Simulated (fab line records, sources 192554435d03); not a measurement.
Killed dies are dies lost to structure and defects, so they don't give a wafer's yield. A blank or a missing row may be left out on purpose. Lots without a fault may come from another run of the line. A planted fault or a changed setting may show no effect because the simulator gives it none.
fab line records | flow n5_finfet | part 2 of 2: steps 18 to 25 of 25
record lots=5 wafers=15 last_day=17
route steps=1938 shown BEOL_M3@962
lots that met no fault: from a run of the same line without faults
start_h: hours from the record's first day to the start of the lot's first wafer shown | wait_h: hours since the lot's step before | " the same as in the row above | L1.1+2: a row that stands for several wafers | - no value, or no start given | * or withheld: withheld | < > ~ a bound
route shown NAME@n: a module of which the file shows steps, and the number in the route of the first | usual: mean/standard deviation of fault-free wafers | same: alike in all rows | chamber/n: place in a boat | sites: the reading at each site | _std_site: their standard deviation | _edge_site: outer sites' mean less inner sites' | radius_mm: how far each site lies from the wafer's centre | mask NAME#n: copy n | behind: the tool/chamber that last shaped the wafer | hold: why the lot was held/for how many hours/how that ended | device: the transistor (n, p or np) that didn't switch | end of line: the same wafers' tests at the end of the route | a step without rows: its recipe alone | killed: dies lost to structure and defects at the first sort, not the wafer's yield | map: a wafer's dies, x killed, . not, _ none there
set.NAME: the setting as run; set.NAME@STEP: as run at that earlier step | model.NAME: the simulator's own value behind a step, which no gauge read
lots at some steps of the route; a table a step, a row a wafer
services: from which hour (start_h, from the record's first day; less than 0 if before it) a tool's chamber was out of use, for how many hours, and why
## steps
# step N5_BEOL_M3_STRIP_36
# recipe chemistry=N2/H2 power_w=450 temp_c=40 pressure_mtorr=20 rf_frequency_hz=6e+07 overash_fraction=0.3 bias_power_w=7 h2_frac=0.5 n2_flow_sccm=200 h2_flow_sccm=200
# usual drypump_motor_current_A=5.6/0.43 oes_product_au=0.79/0.096 rf_vpp_V=59.3/1.5 showerhead_plenum_p_Torr=2.58/0.082 throttle_valve_pct=23.8/0.39
# columns lot.wafer tool chamber start_h wait_h drypump_motor_current_A oes_product_au rf_hours_counter_h rf_vpp_V showerhead_plenum_p_Torr throttle_valve_pct
L074.1 rie_diel-05 3 174.24 0.0 5.3 0.69 236 58.9 2.52 24.2
L074.3 " 2 " " 5.8 0.93 16 57.9 2.49 23.3
L074.6 " 3 " " 5.3 0.70 - 58.9 2.52 24.2
L079.1 rie_diel-05 2 184.12 0.0 5.8 0.92 20 61.3 2.49 23.3
L079.2 " 3 " " 5.3 0.69 240 60.3 2.52 24.2
L079.5 " 0 " " 6.5 0.70 - 60.1 2.61 24.0
L082.1 rie_diel-05 3 207.34 0.0 5.3 0.69 246 58.2 2.52 24.2
L082.3 " 2 " " 5.7 0.91 26 57.0 2.49 23.3
L082.4 " 2 " " 5.8 0.90 - 60.7 2.49 23.3
L093.2 rie_diel-05 3 266.90 0.0 5.3 0.95 5 57.6 2.51 24.0
L093.3 " 2 " " 5.7 0.89 45 58.4 2.48 23.4
L093.6 " 0 " " 6.5 0.69 - 59.0 2.60 24.1
L097.3 rie_diel-04 1 305.55 0.0 6.2 0.97 12 62.9 2.71 23.9
L097.4 " 0 " " 5.3 0.86 45 58.9 2.66 23.0
L097.6 " 0 " " 5.3 0.85 - 58.1 2.66 23.0
# step N5_BEOL_M3_TRENCH_ETCH_37
# recipe chemistry=C4F6/O2 target_depth_a=555.55 target=SiOC time_s=29.2 ion_energy_ev=250 pressure_mtorr=30 source_w=355 bias_w=185 Ar_flow_sccm=300 C4F6_flow_sccm=10 O2_flow_sccm=10
# usual drypump_motor_current_A=5.6/0.43 mfc_ar_sccm=299.9/0.9 oes_o_777_au=0.79/0.1 oes_product_au=0.79/0.098 rf_vpp_V=668/19 showerhead_plenum_p_Torr=2.88/0.09 throttle_valve_pct=20.9/0.3
# columns lot.wafer tool chamber start_h wait_h drypump_motor_current_A mfc_ar_sccm oes_o_777_au oes_product_au rf_hours_counter_h rf_vpp_V showerhead_plenum_p_Torr throttle_valve_pct
L074.1 rie_diel-05 3 - - 5.3 299.6 0.70 0.69 236 657 2.77 21.0
L074.3 " 2 " " 5.8 300.3 0.93 0.94 16 649 2.77 20.4
L074.6 " 3 " " 5.3 298.9 0.70 0.69 - 659 2.77 21.0
L079.1 rie_diel-05 2 - - 5.8 299.0 0.93 0.93 20 650 2.77 20.4
L079.2 " 3 " " 5.3 299.2 0.70 0.69 240 656 2.77 21.0
L079.5 " 0 " " 6.5 299.3 0.71 0.72 - 692 2.97 21.3
L082.1 rie_diel-05 3 - - 5.3 299.8 0.70 0.68 246 657 2.77 21.0
L082.3 " 2 " " 5.8 299.6 0.92 0.92 26 647 2.77 20.4
L082.4 " 2 " " 5.8 299.3 0.91 0.90 - 650 2.77 20.4
L093.2 rie_diel-05 3 - - 5.3 300.4 0.98 0.95 5 659 2.76 20.7
L093.3 " 2 " " 5.8 300.2 0.88 0.88 45 649 2.76 20.5
L093.6 " 0 " " 6.5 299.3 0.70 0.70 - 692 2.96 21.4
L097.3 rie_diel-04 1 - - 6.2 300.1 0.98 0.96 12 693 3.07 21.1
L097.4 " 0 " " 5.2 298.8 0.91 0.87 45 701 2.99 20.4
L097.6 " 0 " " 5.3 301.7 0.92 0.86 - 701 2.99 20.3
# step N5_BEOL_M3_ETCH_41
# recipe chemistry=CH3F/O2 target=SiCN target_depth_a=299 taper_deg=2 time_s=52.5 ion_energy_ev=120 mask_material=TiN pressure_mtorr=30 source_w=395 bias_w=75 Ar_flow_sccm=150 CH3F_flow_sccm=30 O2_flow_sccm=20
# usual CH3F_flow_sccm=30.00/0.081 drypump_motor_current_A=5.6/0.43 mfc_ar_sccm=150.1/0.42 oes_product_au=0.79/0.099 rf_vpp_V=297.8/1.6 showerhead_plenum_p_Torr=2.03/0.066 throttle_valve_pct=16.32/0.29
# columns lot.wafer tool chamber start_h wait_h CH3F_flow_sccm drypump_motor_current_A mfc_ar_sccm oes_product_au rf_hours_counter_h rf_vpp_V showerhead_plenum_p_Torr throttle_valve_pct
L074.1 rie_diel-05 3 - - 29.92 5.3 150.5 0.69 236 297.1 1.95 16.55
L074.3 " 2 " " 29.86 5.7 150.1 0.94 16 297.4 1.94 15.88
L074.6 " 3 " " 29.92 5.3 149.9 0.69 - 297.4 1.95 16.55
L079.1 rie_diel-05 2 - - 30.04 5.8 150.0 0.92 20 296.6 1.94 15.90
L079.2 " 3 " " 29.94 5.2 149.9 0.68 240 295.6 1.95 16.56
L079.5 " 0 " " 29.95 6.5 149.6 0.71 - 297.9 2.09 16.75
L082.1 rie_diel-05 3 - - 30.00 5.3 150.0 0.68 246 297.5 1.94 16.56
L082.3 " 2 " " 30.01 5.7 149.7 0.90 26 297.4 1.94 15.90
L082.4 " 2 " " 29.98 5.8 149.7 0.90 - 295.5 1.94 15.89
L093.2 rie_diel-05 3 - - 29.74 5.3 149.7 0.95 5 297.1 1.94 16.13
L093.3 " 2 " " 30.03 5.8 149.8 0.89 45 295.9 1.94 15.95
L093.6 " 0 " " 30.03 6.5 150.3 0.70 - 299.0 2.08 16.82
L097.3 rie_diel-04 1 - - 29.94 6.2 150.4 0.98 12 298.9 2.16 16.35
L097.4 " 0 " " 29.98 5.3 150.3 0.87 45 300.9 2.11 15.85
L097.6 " 0 " " 30.04 5.3 150.0 0.87 - 298.2 2.11 15.85
# step N5_BEOL_M3_STRIP_97
# recipe chemistry=N2/H2 time_s=10 power_w=450 temp_c=40 pressure_mtorr=20 rf_frequency_hz=6e+07 bias_power_w=7 n2_flow_sccm=200 h2_flow_sccm=200
# usual drypump_motor_current_A=5.6/0.43 oes_product_au=0.79/0.096 rf_vpp_V=59.3/0.86 showerhead_plenum_p_Torr=2.58/0.082 throttle_valve_pct=23.8/0.39
# columns lot.wafer tool chamber start_h wait_h drypump_motor_current_A oes_product_au rf_hours_counter_h rf_vpp_V showerhead_plenum_p_Torr throttle_valve_pct
L074.1 rie_diel-05 3 - - 5.3 0.69 236 58.7 2.52 24.2
L074.3 " 2 " " 5.8 0.92 17 58.5 2.49 23.3
L074.6 " 3 " " 5.3 0.69 - 57.4 2.52 24.2
L079.1 rie_diel-05 2 - - 5.8 0.91 20 58.8 2.49 23.3
L079.2 " 3 " " 5.3 0.69 240 59.4 2.52 24.2
L079.5 " 0 " " 6.5 0.70 - 59.0 2.61 24.0
L082.1 rie_diel-05 3 - - 5.3 0.69 246 59.4 2.52 24.2
L082.3 " 2 " " 5.7 0.89 26 60.0 2.49 23.3
L082.4 " 2 " " 5.7 0.90 - 59.0 2.49 23.3
L093.2 rie_diel-05 3 - - 5.3 0.96 5 58.8 2.51 24.0
L093.3 " 2 " " 5.8 0.87 45 59.3 2.48 23.4
L093.6 " 0 " " 6.4 0.69 - 60.4 2.60 24.1
L097.3 rie_diel-04 1 - - 6.2 0.97 12 59.8 2.71 24.0
L097.4 " 0 " " 5.3 0.86 45 60.3 2.66 23.0
L097.6 " 0 " " 5.3 0.85 - 59.7 2.66 23.0
# step N5_BEOL_M3_OCD_MEAS_38
# usual trench_depth_nm=54.9/1.3
# columns lot.wafer tool chamber start_h wait_h trench_depth_nm
L074.1 ocd-01 - 174.44 - 56.4
L074.3 " - " " 56.2
L074.6 " - " " 56.1
L079.1 ocd-01 - 184.31 - 55.5
L079.2 " - " " 55.8
L079.5 " - " " 54.9
L082.1 ocd-02 - 207.53 - 56.2
L082.3 " - " " 55.5
L082.4 " - " " 54.6
L093.2 ocd-02 - 267.10 - 56.0
L093.3 " - " " 55.8
L093.6 " - " " 54.4
L097.3 ocd-01 - 305.75 - 55.4
L097.4 " - " " 54.8
L097.6 " - " " 54.6
# step N5_BEOL_M3_HM_STRIP_39
# recipe chemistry=peroxide_tin_strip material=TiN target_depth_a=250 temp_c=50 time_s=158
# usual bath_guard_temp_C=50.1/0.5
# columns lot.wafer tool chamber start_h wait_h bath_guard_temp_C
L074.1 wet_bench-02 5 174.47 0.0 50.4
L074.3 " 3 " " 49.8
L074.6 " 0 " " 50.3
L079.1 wet_bench-02 3 184.35 0.0 50.0
L079.2 " 2 " " 50.4
L079.5 " 5 " " 49.8
L082.1 wet_bench-06 1 207.57 0.0 49.9
L082.3 " 4 " " 49.5
L082.4 " 3 " " 49.7
L093.2 wet_bench-02 0 267.13 0.0 50.7
L093.3 " 4 " " 50.0
L093.6 " 3 " " 49.6
L097.3 wet_bench-01 0 305.78 0.0 50.3
L097.4 " 3 " " 49.7
L097.6 " 4 " " 50.2
# step N5_BEOL_M3_SRD_40
# recipe time_s=30 temp_c=23 rinse_liquid=diw dry=ipa_marangoni
# columns lot.wafer tool chamber start_h wait_h
L074.1+3+6 wet_bench-02 5,3,0 174.51 0.0
L079.1+2+5 wet_bench-02 3,2,5 184.39 0.0
L082.1+3+4 wet_bench-06 1,4,3 207.61 0.0
L093.2+3+6 wet_bench-02 0,4,3 267.18 0.0
L097.3+4+6 wet_bench-01 0,3,4 305.82 0.0
# step N5_BEOL_M3_PRECLEAN_42
# recipe chemistry=residue_remover time_s=60 temp_c=40
# usual bath_guard_temp_C=40.0/0.55
# columns lot.wafer tool chamber start_h wait_h bath_guard_temp_C
L074.1 wet_bench-02 5 174.53 0.0 40.0
L074.3 " 3 " " 40.0
L074.6 " 0 " " 40.6
L079.1 wet_bench-02 3 184.41 0.0 39.7
L079.2 " 2 " " 40.3
L079.5 " 5 " " 39.9
L082.1 wet_bench-06 1 207.63 0.0 40.2
L082.3 " 4 " " 39.4
L082.4 " 3 " " 39.0
L093.2 wet_bench-02 0 267.19 0.0 40.5
L093.3 " 4 " " 39.6
L093.6 " 3 " " 39.6
L097.3 wet_bench-01 0 305.84 0.0 39.5
L097.4 " 3 " " 39.4
L097.6 " 4 " " 39.7
## services
# columns tool chamber start_h hours kind
ald_sin-03 3 150.42 5.6 repair
ald_sin-04 2 164.94 4.4 repair
rie_diel-02 2 167.26 2.7 repair
ald_sin-03 0 168.46 15.3 repair
rie_diel-04 3 171.42 1.6 repair
euv_scanner-01 - 185.91 1.0 pm
euv_scanner-02 - 187.67 1.0 pm
rie_diel-04 1 190.80 1.3 repair
euv_scanner-01 - 198.37 0.8 repair
euv_scanner-02 - 207.19 5.8 pm
ald_sin-04 3 221.86 24.5 repair
ald_sin-03 2 226.12 7.1 repair
rie_diel-05 - 229.87 0.2 repair
wet_bench-06 - 241.53 20.9 repair
euv_scanner-01 - 242.06 1.0 pm
euv_scanner-02 - 243.82 1.0 pm
euv_scanner-01 - 252.43 4.6 pm
euv_scanner-01 - 258.80 0.1 repair
rie_diel-02 2 266.68 5.1 repair
ald_sin-04 - 268.35 14.0 pm
euv_scanner-01 - 278.63 0.7 repair
ald_sin-04 0 290.72 2.1 repair
euv_scanner-01 - 298.21 1.0 pm
euv_scanner-02 - 299.97 1.0 pm
